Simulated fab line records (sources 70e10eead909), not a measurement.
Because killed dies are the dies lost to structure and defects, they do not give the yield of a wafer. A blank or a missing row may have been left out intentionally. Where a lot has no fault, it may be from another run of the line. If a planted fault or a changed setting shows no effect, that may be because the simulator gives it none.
Matching of chambers    flow nand harc    NHARC_A_CONTACT_ETCH_48 on rie diel-04 has 4 sister chambers
The step etches the open film in CF4, target depth 39 nm, time 65 s. 8 wafers are shown with their chamber, then 7 later ones without.

## WAFERS WITH THEIR CHAMBER
wafer   chamber  drypump motor current A (A)  showerhead plenum p Torr (Torr)
L277.6  0        5.5                          1.83
L290.4  3        5.2                          1.71
L290.5  2        6.1                          1.86
L291.3  1        5.9                          1.73
L291.4  3        5.1                          1.71
L291.5  0        5.5                          1.82
L293.1  1        6.0                          1.73
L293.3  2        6.1                          1.86

## WAFERS WHOSE CHAMBER IS MISSING
wafer   drypump motor current A (A)  showerhead plenum p Torr (Torr)
L293.5  5.5                          1.82
L294.2  5.2                          1.71
L294.3  5.9                          1.73
L294.6  6.0                          1.73
L298.1  6.0                          1.73
L298.3  5.5                          1.82
L298.4  5.2                          1.71

## WHICH CHAMBER EACH ONE RAN IN
wafer   from the rows above  in truth
L293.5  0                    0
L294.2  3                    3
L294.3  1                    1
L294.6  1                    1
L298.1  1                    1
L298.3  0                    0
L298.4  3                    3
7 of 7 placed correctly. Not placeable from these rows: 0. 0 placed wrongly.
How it was worked out, from the rows above alone: a wafer's distance from a chamber is the root of the sum, over the readings, of the square of ((its reading less the chamber's mean) divided by the reading's scatter). If the next closest chamber is less than 2 further off than the closest, the wafer can't be placed; otherwise it belongs to the closest. The mean given for a chamber averages the wafers shown for that chamber. The scatter: the root of (the sum of the squares of (reading less its chamber's mean) over the shown wafers, divided by (wafers less chambers)).
